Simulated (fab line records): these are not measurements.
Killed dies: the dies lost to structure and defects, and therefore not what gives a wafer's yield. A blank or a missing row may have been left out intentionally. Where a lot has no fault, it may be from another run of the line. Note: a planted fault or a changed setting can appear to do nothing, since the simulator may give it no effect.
fab line records | flow n5-finfet | part 1 of 2: steps 1 to 19 of 29
record: lots: 5 | wafers: 15 | last-day: 18
route steps=1938 shown HKMG_FIN@396
lots untouched by any fault: they come from a run of this same line in which no faults occurred
start-h: hours from the record's opening day to when the first of the lot's shown wafers began | wait-h: hours from the lot's prior step to this one | " identical to the entry in the row above | L1.1+2: a single row standing in for several wafers | - either no value or no given start | * or withheld: withheld | < > ~ a bound
route shown NAME@n: NAME is a module with steps in the file, n the number in the route of the first one | usual: average and standard deviation across the fault-free wafers | same: alike in all rows | chamber/n: place in a boat | sites: each site's reading | _std_site: how widely they spread, as a standard deviation | _edge_site: the outer-site mean with the inner-site mean subtracted | radius-mm: how far each site lies from the wafer's centre | mask NAME#n: copy n | behind: the tool/chamber that last shaped the wafer | hold: cause of the lot's hold/its duration in hours/its outcome | device: which transistor (n, p or np) failed to switch | end of line: at the end of the route, the tests of the same wafers | a step without rows: its recipe alone | killed: at the first sort, the dies lost to defects and structure; wafer yield is something else | map: per-die view of a wafer (x killed, . not killed, _ where there is no die)
set.NAME: setting as actually run; set.NAME@STEP: the setting as run at that earlier step | model.NAME: the simulator's own value behind a step, which no gauge read
lots at selected steps of the route; one table per step, one row per wafer
services: from which hour (start-h, from the record's first day; less than 0 if before it) a tool's chamber was out of use, for how many hours, and why
== steps ==
step: N5_HKMG_FIN_PEB_47
recipe: peb-temp-c: withheld | peb-time-s: 60 | resist: CAR-ArF
usual: exhaust-pa: 45.2/0.83
lot.wafer | tool           | chamber | start-h | wait-h | exhaust-pa
L078.2    | litho-track-03 | 0       | 98.57   | 0.0    | 46.4
L078.5    | "              | 0       | "       | "      | 44.9
L078.6    | "              | 0       | "       | "      | 45.0
L083.1    | litho-track-02 | 0       | 126.40  | 0.1    | 44.8
L083.2    | "              | 0       | "       | "      | 45.5
L083.3    | "              | 0       | "       | "      | 45.7
L091.1    | litho-track-02 | 0       | 172.60  | 0.1    | 45.6
L091.2    | "              | 0       | "       | "      | 45.3
L091.4    | "              | 0       | "       | "      | 45.3
L093.1    | litho-track-04 | 0       | 187.41  | 0.1    | 44.8
L093.4    | "              | 0       | "       | "      | 44.1
L093.6    | "              | 0       | "       | "      | 44.9
L095.2    | litho-track-02 | 0       | 197.84  | 0.0    | 45.6
L095.3    | "              | 0       | "       | "      | 44.8
L095.6    | "              | 0       | "       | "      | 45.5
step: N5_HKMG_FIN_DEVELOP_48
recipe: develop-time-s: 30 | developer: TMAH | resist: CAR-ArF | rinse-liquid: diw | dry: air-spin | dev-temp-c: 23
usual: exhaust-pa: 45.1/0.83
lot.wafer | tool           | chamber | start-h | wait-h | exhaust-pa
L078.2    | litho-track-03 | 0       | -       | -      | 45.2
L078.5    | "              | 0       | "       | "      | 44.9
L078.6    | "              | 0       | "       | "      | 45.6
L083.1    | litho-track-02 | 0       | -       | -      | 43.8
L083.2    | "              | 0       | "       | "      | 46.0
L083.3    | "              | 0       | "       | "      | 43.8
L091.1    | litho-track-02 | 0       | -       | -      | 46.0
L091.2    | "              | 0       | "       | "      | 46.1
L091.4    | "              | 0       | "       | "      | 44.4
L093.1    | litho-track-04 | 0       | -       | -      | 44.7
L093.4    | "              | 0       | "       | "      | 44.5
L093.6    | "              | 0       | "       | "      | 45.7
L095.2    | litho-track-02 | 0       | -       | -      | 46.8
L095.3    | "              | 0       | "       | "      | 46.2
L095.6    | "              | 0       | "       | "      | 45.9
step: N5_HKMG_FIN_CD_MEAS_49
recipe: target-cd-nm: 202 | landing-energy-ev: 500 | detector: se-inlens | polarity: opening
usual: cd-nm: 202.0/0.67
lot.wafer | tool      | chamber | start-h | wait-h | cd-nm
L078.2    | cd-sem-01 | 0       | 98.63   | -      | 201.6
L078.5    | "         | 0       | "       | "      | 201.5
L078.6    | "         | 0       | "       | "      | 201.4
L083.1    | cd-sem-02 | 0       | 126.47  | -      | 202.8
L083.2    | "         | 0       | "       | "      | 201.9
L083.3    | "         | 0       | "       | "      | 202.4
L091.1    | cd-sem-01 | 0       | 172.67  | -      | 202.9
L091.2    | "         | 0       | "       | "      | 203.0
L091.4    | "         | 0       | "       | "      | 202.2
L093.1    | cd-sem-01 | 0       | 187.48  | -      | 201.6
L093.4    | "         | 0       | "       | "      | 201.1
L093.6    | "         | 0       | "       | "      | 202.2
L095.2    | cd-sem-03 | 0       | 197.91  | -      | 202.6
L095.3    | "         | 0       | "       | "      | 202.1
L095.6    | "         | 0       | "       | "      | 202.4
step: N5_HKMG_FIN_OVL_MEAS_50
recipe: points-per-wafer: 44
usual: NDIPOLE_OVL: 0.3/0.68
lot.wafer | tool       | chamber | start-h | wait-h | NDIPOLE_OVL[nm]
L078.2    | overlay-02 | 0       | 98.66   | 0.0    | -0.1
L078.5    | "          | 0       | "       | "      | 0.4
L078.6    | "          | 0       | "       | "      | 0.8
L083.1    | overlay-01 | 0       | 126.50  | 0.0    | 1.4
L083.2    | "          | 0       | "       | "      | 0.0
L083.3    | "          | 0       | "       | "      | 0.8
L091.1    | overlay-02 | 0       | 172.70  | 0.0    | -0.2
L091.2    | "          | 0       | "       | "      | 0.0
L091.4    | "          | 0       | "       | "      | -0.3
L093.1    | overlay-01 | 0       | 187.51  | 0.0    | -1.7
L093.4    | "          | 0       | "       | "      | -0.6
L093.6    | "          | 0       | "       | "      | 0.1
L095.2    | overlay-01 | 0       | 197.94  | 0.0    | 0.6
L095.3    | "          | 0       | "       | "      | -0.2
L095.6    | "          | 0       | "       | "      | 0.8
step: N5_HKMG_FIN_INSPECT_61
recipe: mode: adi | inspect-instrument: macro
usual: raw-defect-count: 2.1/1.3
lot.wafer | tool              | chamber | start-h | wait-h | raw-defect-count
L078.2    | defect-inspect-01 | -       | 98.69   | 0.0    | 2
L078.5    | "                 | -       | "       | "      | 1
L078.6    | "                 | -       | "       | "      | 3
L083.1    | defect-inspect-02 | -       | 126.52  | 0.0    | 3
L083.2    | "                 | -       | "       | "      | 3
L083.3    | "                 | -       | "       | "      | 3
L091.1    | defect-inspect-02 | -       | 172.72  | 0.0    | 1
L091.2    | "                 | -       | "       | "      | 4
L091.4    | "                 | -       | "       | "      | 3
L093.1    | defect-inspect-02 | -       | 187.53  | 0.0    | 0
L093.4    | "                 | -       | "       | "      | 3
L093.6    | "                 | -       | "       | "      | 3
L095.2    | defect-inspect-01 | -       | 197.96  | 0.0    | 2
L095.3    | "                 | -       | "       | "      | 2
L095.6    | "                 | -       | "       | "      | 2
step: N5_HKMG_FIN_DESCUM_53
recipe: chemistry: O2 | time-s: 7.9 | source-power-w: 50 | bias-power-w: 20 | pressure-mtorr: 20 | rf-frequency-hz: 2.712e+07 | temp-c: 40 | resist: CAR-ArF | o2-flow-sccm: 225
usual: drypump-motor-current-A: 5.6/0.56 | oes-product-au: 0.76/0.08 | rf-vpp-V: 242.9/1.4 | showerhead-plenum-p-Torr: 2.07/0.055 | throttle-valve-pct: 20.39/0.23
same: time-s: 7.9
lot.wafer | tool        | chamber | start-h | wait-h | drypump-motor-current-A | oes-product-au | rf-hours-counter-h | rf-vpp-V | showerhead-plenum-p-Torr | throttle-valve-pct
L078.2    | rie-diel-05 | 3       | 98.72   | 0.0    | 6.1                     | 0.72           | 178                | 243.8    | 2.15                     | 20.62
L078.5    | "           | 3       | "       | "      | 6.1                     | 0.73           | -                  | 243.8    | 2.15                     | 20.62
L078.6    | "           | 0       | "       | "      | 6.1                     | 0.93           | -                  | 243.4    | 2.06                     | 20.07
L083.1    | rie-diel-01 | 1       | 126.56  | 0.0    | 5.1                     | 0.75           | 141                | 243.5    | 2.08                     | 20.25
L083.2    | "           | 2       | "       | "      | 6.5                     | 0.88           | 46                 | 242.9    | 2.13                     | 19.94
L083.3    | "           | 0       | "       | "      | 4.9                     | 0.84           | 87                 | 243.8    | 2.04                     | 20.58
L091.1    | rie-diel-01 | 1       | 172.76  | 0.0    | 5.1                     | 0.74           | 159                | 243.1    | 2.07                     | 20.28
L091.2    | "           | 3       | "       | "      | 5.2                     | 0.67           | 246                | 243.2    | 2.05                     | 20.49
L091.4    | "           | 2       | "       | "      | 6.4                     | 0.85           | 65                 | 244.6    | 2.12                     | 19.96
L093.1    | rie-diel-05 | 2       | 187.57  | 0.0    | 5.5                     | 0.66           | 247                | 243.5    | 2.15                     | 20.27
L093.4    | "           | 1       | "       | "      | 5.8                     | 0.71           | 243                | 242.2    | 2.06                     | 20.55
L093.6    | "           | 2       | "       | "      | 5.5                     | 0.66           | -                  | 244.8    | 2.15                     | 20.27
L095.2    | rie-diel-01 | 2       | 198.00  | 0.0    | 6.4                     | 0.83           | 75                 | 242.0    | 2.12                     | 19.97
L095.3    | "           | 0       | "       | "      | 4.9                     | 0.80           | 116                | 242.3    | 2.03                     | 20.61
L095.6    | "           | 1       | "       | "      | 5.1                     | 0.73           | -                  | 243.8    | 2.07                     | 20.30
step: N5_HKMG_FIN_ETCH_54
recipe: chemistry: CF4 | target: SiARC | target-depth-a: 455 | mask-material: CAR-ArF | time-s: 75.8 | ion-energy-ev: 80 | pressure-mtorr: 40 | source-w: 545 | bias-w: 36 | Ar_flow_sccm: 100 | cf4-flow-sccm: 100 | ends: cleared
usual: drypump-motor-current-A: 5.6/0.56 | etch-rf-on-time-s: 75.9/1.7 | oes-product-au: 0.65/0.067 | rf-vpp-V: 183.9/1.1 | showerhead-plenum-p-Torr: 2.12/0.053 | throttle-valve-pct: 15.61/0.23
lot.wafer | tool        | chamber | start-h | wait-h | drypump-motor-current-A | etch-rf-on-time-s | oes-product-au | rf-hours-counter-h | rf-vpp-V | showerhead-plenum-p-Torr | throttle-valve-pct
L078.2    | rie-diel-05 | 3       | 98.76   | 0.0    | 6.1                     | 76.1              | 0.63           | 178                | 184.8    | 2.21                     | 15.92
L078.5    | "           | 3       | "       | "      | 6.1                     | 75.9              | 0.62           | -                  | 185.2    | 2.21                     | 15.93
L078.6    | "           | 0       | "       | "      | 6.1                     | 75.5              | 0.79           | -                  | 183.4    | 2.11                     | 15.23
L083.1    | rie-diel-01 | 1       | 126.59  | 0.0    | 5.1                     | 75.1              | 0.65           | 141                | 183.3    | 2.14                     | 15.52
L083.2    | "           | 2       | "       | "      | 6.4                     | 72.0              | 0.75           | 46                 | 185.1    | 2.19                     | 15.19
L083.3    | "           | 0       | "       | "      | 4.9                     | 75.9              | 0.71           | 87                 | 183.6    | 2.08                     | 15.62
L091.1    | rie-diel-01 | 1       | 172.79  | 0.0    | 5.1                     | 75.3              | 0.64           | 159                | 184.0    | 2.13                     | 15.53
L091.2    | "           | 3       | "       | "      | 5.2                     | 78.5              | 0.58           | 246                | 183.7    | 2.10                     | 15.72
L091.4    | "           | 2       | "       | "      | 6.4                     | 73.2              | 0.72           | 65                 | 184.2    | 2.18                     | 15.23
L093.1    | rie-diel-05 | 2       | 187.60  | 0.0    | 5.5                     | 76.7              | 0.57           | 247                | 183.8    | 2.18                     | 15.50
L093.4    | "           | 1       | "       | "      | 5.8                     | 75.7              | 0.60           | 243                | 184.4    | 2.11                     | 15.84
L093.6    | "           | 2       | "       | "      | 5.5                     | 77.5              | 0.56           | -                  | 185.5    | 2.18                     | 15.51
L095.2    | rie-diel-01 | 2       | 198.03  | 0.0    | 6.4                     | 73.6              | 0.71           | 75                 | 184.4    | 2.18                     | 15.24
L095.3    | "           | 0       | "       | "      | 4.9                     | 76.9              | 0.68           | 116                | 182.0    | 2.07                     | 15.68
L095.6    | "           | 1       | "       | "      | 5.0                     | 75.7              | 0.63           | -                  | 185.2    | 2.13                     | 15.58
step: N5_HKMG_FIN_ETCH_55
recipe: chemistry: N2/H2 | target: SOC | target-depth-a: 2400 | temp-c: 40 | time-s: 300 | ion-energy-ev: 200 | mask-material: SiARC | pressure-mtorr: 30 | source-w: 840 | bias-w: 150 | n2-flow-sccm: 200 | h2-flow-sccm: 200
usual: drypump-motor-current-A: 5.6/0.56 | oes-product-au: 0.76/0.08 | rf-vpp-V: 523.3/2 | showerhead-plenum-p-Torr: 2.52/0.065 | throttle-valve-pct: 17.86/0.28
same: time-s: 300
lot.wafer | tool        | chamber | start-h | wait-h | drypump-motor-current-A | oes-product-au | rf-hours-counter-h | rf-vpp-V | showerhead-plenum-p-Torr | throttle-valve-pct
L078.2    | rie-diel-05 | 3       | 98.81   | 0.0    | 6.1                     | 0.72           | 178                | 528.0    | 2.63                     | 18.12
L078.5    | "           | 3       | "       | "      | 6.1                     | 0.73           | -                  | 526.8    | 2.63                     | 18.12
L078.6    | "           | 0       | "       | "      | 6.1                     | 0.94           | -                  | 521.6    | 2.49                     | 17.48
L083.1    | rie-diel-01 | 1       | 126.65  | 0.0    | 5.1                     | 0.76           | 141                | 524.3    | 2.55                     | 17.80
L083.2    | "           | 2       | "       | "      | 6.4                     | 0.90           | 46                 | 525.2    | 2.58                     | 17.23
L083.3    | "           | 0       | "       | "      | 4.9                     | 0.82           | 87                 | 522.2    | 2.47                     | 17.86
L091.1    | rie-diel-01 | 1       | 172.85  | 0.0    | 5.1                     | 0.74           | 159                | 523.4    | 2.54                     | 17.82
L091.2    | "           | 3       | "       | "      | 5.3                     | 0.67           | 246                | 522.2    | 2.52                     | 18.12
L091.4    | "           | 2       | "       | "      | 6.4                     | 0.86           | 65                 | 524.6    | 2.57                     | 17.25
L093.1    | rie-diel-05 | 2       | 187.66  | 0.0    | 5.5                     | 0.66           | 247                | 524.2    | 2.62                     | 17.89
L093.4    | "           | 1       | "       | "      | 5.8                     | 0.70           | 243                | 523.9    | 2.50                     | 17.95
L093.6    | "           | 2       | "       | "      | 5.5                     | 0.67           | -                  | 525.6    | 2.62                     | 17.88
L095.2    | rie-diel-01 | 2       | 198.09  | 0.0    | 6.4                     | 0.84           | 75                 | 525.2    | 2.56                     | 17.28
L095.3    | "           | 0       | "       | "      | 4.9                     | 0.80           | 116                | 521.9    | 2.46                     | 17.92
L095.6    | "           | 1       | "       | "      | 5.1                     | 0.73           | -                  | 524.0    | 2.54                     | 17.83
step: N5_HKMG_FIN_STRIP_56
recipe: chemistry: N2/H2 | temp-c: 40 | n2-flow-sccm: 200 | h2-flow-sccm: 200 | rf-frequency-hz: 6e+07
lot.wafer  | tool        | chamber | start-h | wait-h
L078.2+5+6 | rie-diel-05 | 3,3,0   | 98.99   | 0.1
L083.1+2+3 | rie-diel-01 | 1,2,0   | 126.83  | 0.1
L091.1+2+4 | rie-diel-01 | 1,3,2   | 173.03  | 0.1
L093.1+4+6 | rie-diel-05 | 2,1,2   | 187.84  | 0.1
L095.2+3+6 | rie-diel-01 | 2,0,1   | 198.27  | 0.1
step: N5_HKMG_FIN_STRIP_57
recipe: chemistry: CF4 | resist: SiARC | power-w: 300 | bias-power-w: 75 | pressure-mtorr: 50 | cf4-flow-sccm: 150 | rf-frequency-hz: 6e+07
usual: drypump-motor-current-A: 5.6/0.56 | oes-product-au: 0.75/0.071 | rf-vpp-V: 270.8/1.3 | showerhead-plenum-p-Torr: 1.77/0.042 | throttle-valve-pct: 13.59/0.23
lot.wafer | tool        | chamber | start-h | wait-h | drypump-motor-current-A | oes-product-au | rf-hours-counter-h | rf-vpp-V | showerhead-plenum-p-Torr | throttle-valve-pct
L078.2    | rie-diel-05 | 3       | 99.00   | 0.0    | 6.1                     | 0.72           | 178                | 271.6    | 1.84                     | 13.87
L078.5    | "           | 3       | "       | "      | 6.0                     | 0.72           | -                  | 272.7    | 1.84                     | 13.88
L078.6    | "           | 0       | "       | "      | 6.1                     | 0.91           | -                  | 270.5    | 1.77                     | 13.17
L083.1    | rie-diel-01 | 1       | 126.84  | 0.0    | 5.1                     | 0.75           | 141                | 269.5    | 1.80                     | 13.50
L083.2    | "           | 2       | "       | "      | 6.5                     | 0.85           | 46                 | 271.7    | 1.83                     | 13.14
L083.3    | "           | 0       | "       | "      | 4.9                     | 0.81           | 87                 | 270.4    | 1.75                     | 13.59
L091.1    | rie-diel-01 | 1       | 173.04  | 0.0    | 5.1                     | 0.74           | 159                | 271.0    | 1.79                     | 13.55
L091.2    | "           | 3       | "       | "      | 5.2                     | 0.68           | 246                | 269.9    | 1.75                     | 13.73
L091.4    | "           | 2       | "       | "      | 6.4                     | 0.82           | 65                 | 272.3    | 1.82                     | 13.18
L093.1    | rie-diel-05 | 2       | 187.85  | 0.0    | 5.5                     | 0.66           | 247                | 273.3    | 1.82                     | 13.51
L093.4    | "           | 1       | "       | "      | 5.8                     | 0.69           | 243                | 270.9    | 1.76                     | 13.78
L093.6    | "           | 2       | "       | "      | 5.5                     | 0.67           | -                  | 272.2    | 1.82                     | 13.49
L095.2    | rie-diel-01 | 2       | 198.28  | 0.0    | 6.5                     | 0.82           | 75                 | 271.2    | 1.82                     | 13.21
L095.3    | "           | 0       | "       | "      | 4.9                     | 0.79           | 116                | 270.9    | 1.74                     | 13.67
L095.6    | "           | 1       | "       | "      | 5.1                     | 0.73           | -                  | 271.0    | 1.79                     | 13.58
step: N5_HKMG_FIN_ETCH_58
recipe: chemistry: N2/H2 | target: SOC | target-depth-a: 2158 | ion-energy-ev: 50 | bias-w: 13 | time-s: 741 | pressure-mtorr: 30 | source-w: 875 | n2-flow-sccm: 200 | h2-flow-sccm: 200
usual: drypump-motor-current-A: 5.6/0.55 | oes-product-au: 0.76/0.08 | rf-vpp-V: 99.2/0.95 | showerhead-plenum-p-Torr: 2.52/0.065 | throttle-valve-pct: 17.81/0.29
same: time-s: 741
lot.wafer | tool        | chamber | start-h | wait-h | drypump-motor-current-A | oes-product-au | rf-hours-counter-h | rf-vpp-V | showerhead-plenum-p-Torr | throttle-valve-pct
L078.2    | rie-diel-05 | 3       | 99.02   | 0.0    | 6.1                     | 0.73           | 178                | 101.2    | 2.63                     | 18.08
L078.5    | "           | 3       | "       | "      | 6.1                     | 0.73           | -                  | 98.8     | 2.63                     | 18.09
L078.6    | "           | 0       | "       | "      | 6.1                     | 0.92           | -                  | 97.5     | 2.49                     | 17.44
L083.1    | rie-diel-01 | 1       | 126.86  | 0.0    | 5.1                     | 0.76           | 141                | 100.4    | 2.55                     | 17.75
L083.2    | "           | 2       | "       | "      | 6.4                     | 0.88           | 46                 | 99.1     | 2.58                     | 17.19
L083.3    | "           | 0       | "       | "      | 4.9                     | 0.82           | 87                 | 97.6     | 2.47                     | 17.83
L091.1    | rie-diel-01 | 1       | 173.06  | 0.0    | 5.1                     | 0.74           | 159                | 99.3     | 2.54                     | 17.77
L091.2    | "           | 3       | "       | "      | 5.2                     | 0.67           | 247                | 99.1     | 2.52                     | 18.06
L091.4    | "           | 2       | "       | "      | 6.4                     | 0.86           | 65                 | 99.9     | 2.57                     | 17.22
L093.1    | rie-diel-05 | 2       | 187.87  | 0.0    | 5.5                     | 0.66           | 247                | 100.2    | 2.62                     | 17.82
L093.4    | "           | 1       | "       | "      | 5.8                     | 0.70           | 243                | 100.0    | 2.50                     | 17.89
L093.6    | "           | 2       | "       | "      | 5.5                     | 0.66           | -                  | 98.7     | 2.62                     | 17.82
L095.2    | rie-diel-01 | 2       | 198.30  | 0.0    | 6.4                     | 0.83           | 75                 | 98.6     | 2.56                     | 17.22
L095.3    | "           | 0       | "       | "      | 4.9                     | 0.80           | 116                | 100.1    | 2.46                     | 17.86
L095.6    | "           | 1       | "       | "      | 5.0                     | 0.74           | -                  | 99.0     | 2.54                     | 17.77
step: N5_HKMG_FIN_STRIP_93
recipe: chemistry: N2/H2 | material: SOC | time-s: 20 | power-w: 500 | temp-c: 40 | pressure-mtorr: 50 | rf-frequency-hz: 6e+07 | bias-power-w: 8 | h2-frac: 0.5 | n2-flow-sccm: 300 | h2-flow-sccm: 300
usual: drypump-motor-current-A: 5.6/0.56 | oes-product-au: 0.76/0.08 | rf-vpp-V: 54.1/0.92 | showerhead-plenum-p-Torr: 3.33/0.083 | throttle-valve-pct: 19.0/0.4
same: time-s: 20
lot.wafer | tool        | chamber | start-h | wait-h | drypump-motor-current-A | oes-product-au | rf-hours-counter-h | rf-vpp-V | showerhead-plenum-p-Torr | throttle-valve-pct
L078.2    | rie-diel-05 | 3       | 99.45   | 0.2    | 6.1                     | 0.72           | 178                | 54.3     | 3.47                     | 19.2
L078.5    | "           | 3       | "       | "      | 6.1                     | 0.73           | -                  | 54.5     | 3.47                     | 19.2
L078.6    | "           | 0       | "       | "      | 6.1                     | 0.92           | -                  | 54.3     | 3.30                     | 18.8
L083.1    | rie-diel-01 | 1       | 127.28  | 0.2    | 5.1                     | 0.76           | 142                | 54.2     | 3.37                     | 18.8
L083.2    | "           | 2       | "       | "      | 6.5                     | 0.89           | 47                 | 54.5     | 3.40                     | 18.3
L083.3    | "           | 0       | "       | "      | 4.9                     | 0.81           | 87                 | 53.9     | 3.26                     | 18.9
L091.1    | rie-diel-01 | 1       | 173.49  | 0.2    | 5.1                     | 0.73           | 159                | 53.9     | 3.36                     | 18.9
L091.2    | "           | 3       | "       | "      | 5.3                     | 0.66           | 247                | 54.2     | 3.33                     | 19.4
L091.4    | "           | 2       | "       | "      | 6.4                     | 0.86           | 65                 | 54.1     | 3.39                     | 18.3
L093.1    | rie-diel-05 | 2       | 188.29  | 0.2    | 5.5                     | 0.66           | 247                | 55.2     | 3.45                     | 19.3
L093.4    | "           | 1       | "       | "      | 5.8                     | 0.70           | 243                | 55.0     | 3.30                     | 19.1
L093.6    | "           | 2       | "       | "      | 5.5                     | 0.66           | -                  | 54.7     | 3.45                     | 19.3
L095.2    | rie-diel-01 | 2       | 198.73  | 0.2    | 6.5                     | 0.84           | 75                 | 54.6     | 3.39                     | 18.3
L095.3    | "           | 0       | "       | "      | 4.9                     | 0.79           | 117                | 52.9     | 3.25                     | 19.0
L095.6    | "           | 1       | "       | "      | 5.1                     | 0.74           | -                  | 52.7     | 3.35                     | 18.9
step: N5_HKMG_FIN_WET_ETCH_76
recipe: chemistry: dNH4OH | mix: 1:50 | temp-c: 25 | target: Al2O3 | stop-on: La2O3 | target-depth-nm: 2.25 | dry: ipa-marangoni | rinse-time-s: 30 | rinse-temp-c: 23
usual: rinse-temp-c: 23.00/0.11
lot.wafer | tool         | chamber | start-h | wait-h | rinse-temp-c
L078.2    | wet-bench-04 | 6       | 99.53   | 0.1    | 22.86
L078.5    | "            | 0       | "       | "      | 23.15
L078.6    | "            | 1       | "       | "      | 23.05
L083.1    | wet-bench-02 | 1       | 127.37  | 0.1    | 22.95
L083.2    | "            | 0       | "       | "      | 23.15
L083.3    | "            | 6       | "       | "      | 23.06
L091.1    | wet-bench-04 | 7       | 173.57  | 0.1    | 22.93
L091.2    | "            | 1       | "       | "      | 23.10
L091.4    | "            | 6       | "       | "      | 22.96
L093.1    | wet-bench-04 | 0       | 188.38  | 0.1    | 22.99
L093.4    | "            | 3       | "       | "      | 23.20
L093.6    | "            | 6       | "       | "      | 22.93
L095.2    | wet-bench-04 | 3       | 198.81  | 0.1    | 22.92
L095.3    | "            | 6       | "       | "      | 22.91
L095.6    | "            | 5       | "       | "      | 23.07
step: N5_HKMG_FIN_STRIP_60
recipe: chemistry: N2/H2 | power-w: 2500 | temp-c: 300 | h2-frac: 0.65 | time-s: 360 | pressure-mtorr: withheld | n2-flow-sccm: 1750 | h2-flow-sccm: 3250
usual: drypump-motor-current-A: 5.60/0.25 | heater-power-w: 465/26
same: time-s: 360
lot.wafer | tool            | chamber | start-h | wait-h | drypump-motor-current-A | heater-power-w | rf-hours-counter-h
L078.2    | plasma-asher-02 | 0       | 99.60   | 0.0    | 5.36                    | 484            | 36
L078.5    | "               | 1       | "       | "      | 5.74                    | 448            | -
L078.6    | "               | 0       | "       | "      | 5.37                    | 473            | -
L083.1    | plasma-asher-02 | 0       | 127.43  | 0.0    | 5.35                    | 487            | 42
L083.2    | "               | 1       | "       | "      | 5.77                    | 445            | 42
L083.3    | "               | 0       | "       | "      | 5.36                    | 479            | -
L091.1    | plasma-asher-01 | 1       | 173.64  | 0.0    | 5.89                    | 433            | 118
L091.2    | "               | 0       | "       | "      | 5.37                    | 496            | 118
L091.4    | "               | 1       | "       | "      | 5.87                    | 436            | -
L093.1    | plasma-asher-01 | 0       | 188.44  | 0.0    | 5.37                    | 500            | 123
L093.4    | "               | 0       | "       | "      | 5.40                    | 511            | -
L093.6    | "               | 1       | "       | "      | 5.89                    | 429            | -
L095.2    | plasma-asher-01 | 1       | 198.88  | 0.0    | 5.88                    | 434            | 126
L095.3    | "               | 0       | "       | "      | 5.34                    | 496            | -
L095.6    | "               | 1       | "       | "      | 5.90                    | 438            | -
step: N5_HKMG_FIN_WET_ETCH_77
recipe: chemistry: dHCl | mix: 1:10000 | temp-c: 25 | target: La2O3 | stop-on: HfO2 | target-depth-nm: 2
lot.wafer  | tool         | chamber | start-h | wait-h
L078.2+5+6 | wet-bench-04 | 4,5,1   | 100.02  | 0.3
L083.1+2+3 | wet-bench-03 | 5,3,4   | 127.82  | 0.3
L091.1+2+4 | wet-bench-03 | 4,2,3   | 174.02  | 0.3
L093.1+4+6 | wet-bench-02 | 2,1,5   | 188.83  | 0.3
L095.2+3+6 | wet-bench-03 | 3,6,1   | 199.26  | 0.3
step: N5_HKMG_FIN_WET_ETCH_78
recipe: chemistry: dNH4OH | mix: 1:50 | temp-c: 25 | target: Al2O3 | stop-on: La2O3 | target-depth-nm: 4.5 | dry: ipa-marangoni | rinse-time-s: 30 | rinse-temp-c: 23
usual: rinse-temp-c: 23.00/0.096
lot.wafer | tool         | chamber | start-h | wait-h | rinse-temp-c
L078.2    | wet-bench-04 | 4       | 100.05  | 0.0    | 23.00
L078.5    | "            | 5       | "       | "      | 23.02
L078.6    | "            | 1       | "       | "      | 22.98
L083.1    | wet-bench-03 | 5       | 127.85  | 0.0    | 22.96
L083.2    | "            | 3       | "       | "      | 22.93
L083.3    | "            | 4       | "       | "      | 23.00
L091.1    | wet-bench-03 | 4       | 174.05  | 0.0    | 22.92
L091.2    | "            | 2       | "       | "      | 23.09
L091.4    | "            | 3       | "       | "      | 23.06
L093.1    | wet-bench-02 | 2       | 188.86  | 0.0    | 23.06
L093.4    | "            | 1       | "       | "      | 23.00
L093.6    | "            | 5       | "       | "      | 22.83
L095.2    | wet-bench-03 | 3       | 199.29  | 0.0    | 22.99
L095.3    | "            | 6       | "       | "      | 23.04
L095.6    | "            | 1       | "       | "      | 23.10
step: N5_HKMG_FIN_ALD_79
recipe: material: TiN | target-thk-a: 15 | temp-c: 400 | ald-precursor-family: TiCl4 | ald-co-reactant: NH3 | pulse-time-s: 1 | purge-time-s: 3 | co-reactant-purge-time-s: 2 | co-reactant-pulse-time-s: 2 | ald-cycles: 68 | pressure-torr: 3
usual: heater-power-w: 841/70 | precursor-pulse-height-rel: 0.998/0.019
same: ald-cycles: 68
lot.wafer | tool         | chamber | start-h | wait-h | heater-power-w | precursor-pulse-height-rel
L078.2    | ald-metal-02 | 2       | 100.13  | 0.0    | 950            | 0.994
L078.5    | "            | 3       | "       | "      | 740            | 0.989
L078.6    | "            | 2       | "       | "      | 951            | 1.008
L083.1    | ald-metal-02 | 0       | 127.92  | 0.0    | 843            | 0.982
L083.2    | "            | 3       | "       | "      | 751            | 0.950
L083.3    | "            | 1       | "       | "      | 824            | 0.953
L091.1    | ald-metal-01 | 3       | 174.12  | 0.0    | 866            | 0.970
L091.2    | "            | 0       | "       | "      | 863            | 1.001
L091.4    | "            | 0       | "       | "      | 842            | 0.990
L093.1    | ald-metal-02 | 0       | 188.94  | 0.0    | 845            | 1.011
L093.4    | "            | 3       | "       | "      | 778            | 0.971
L093.6    | "            | 0       | "       | "      | 855            | 0.999
L095.2    | ald-metal-04 | 1       | 199.53  | 0.2    | 878            | 1.018
L095.3    | "            | 1       | "       | "      | 882            | 1.000
L095.6    | "            | 1       | "       | "      | 897            | 1.010
step: N5_HKMG_FIN_CVD_62
recipe: material: a-Si | target-thk-a: 30 | temp-c: 500 | precursor: Si2H6 | pressure-torr: 1 | time-s: 20.8
usual: heater-power-w: 1452/41
same: time-s: 20.8
lot.wafer | tool              | chamber | start-h | wait-h | heater-power-w
L078.2    | thermal-cvd-si-01 | 1       | 100.49  | 0.2    | 1497
L078.5    | "                 | 0       | "       | "      | 1486
L078.6    | "                 | 1       | "       | "      | 1485
L083.1    | thermal-cvd-si-02 | 2       | 128.28  | 0.2    | 1407
L083.2    | "                 | 1       | "       | "      | 1526
L083.3    | "                 | 0       | "       | "      | 1417
L091.1    | thermal-cvd-si-02 | 0       | 174.49  | 0.2    | 1430
L091.2    | "                 | 2       | "       | "      | 1398
L091.4    | "                 | 0       | "       | "      | 1445
L093.1    | thermal-cvd-si-02 | 0       | 189.30  | 0.2    | 1429
L093.4    | "                 | 1       | "       | "      | 1497
L093.6    | "                 | 2       | "       | "      | 1447
L095.2    | thermal-cvd-si-02 | 0       | 200.41  | 0.7    | 1377
L095.3    | "                 | 1       | "       | "      | 1491
L095.6    | "                 | 1       | "       | "      | 1524
step: N5_HKMG_FIN_RTA_80
recipe: temp-c: withheld | time-s: 2 | ambient: N2 | idle-temp-c: 600 | ramp-up-c-per-s: 150 | ramp-down-c-per-s: 60 | cool-to-c: 600
same: time-s: 2
lot.wafer  | tool          | chamber | start-h | wait-h
L078.2+5+6 | rtp-anneal-01 | 0       | 100.83  | 0.3
L083.1+2+3 | rtp-anneal-01 | 0       | 128.42  | 0.1
L091.1+2+4 | rtp-anneal-01 | 0       | 174.75  | 0.2
L093.1+4+6 | rtp-anneal-01 | 0       | 189.43  | 0.1
L095.2+3+6 | rtp-anneal-02 | 0       | 200.56  | 0.1
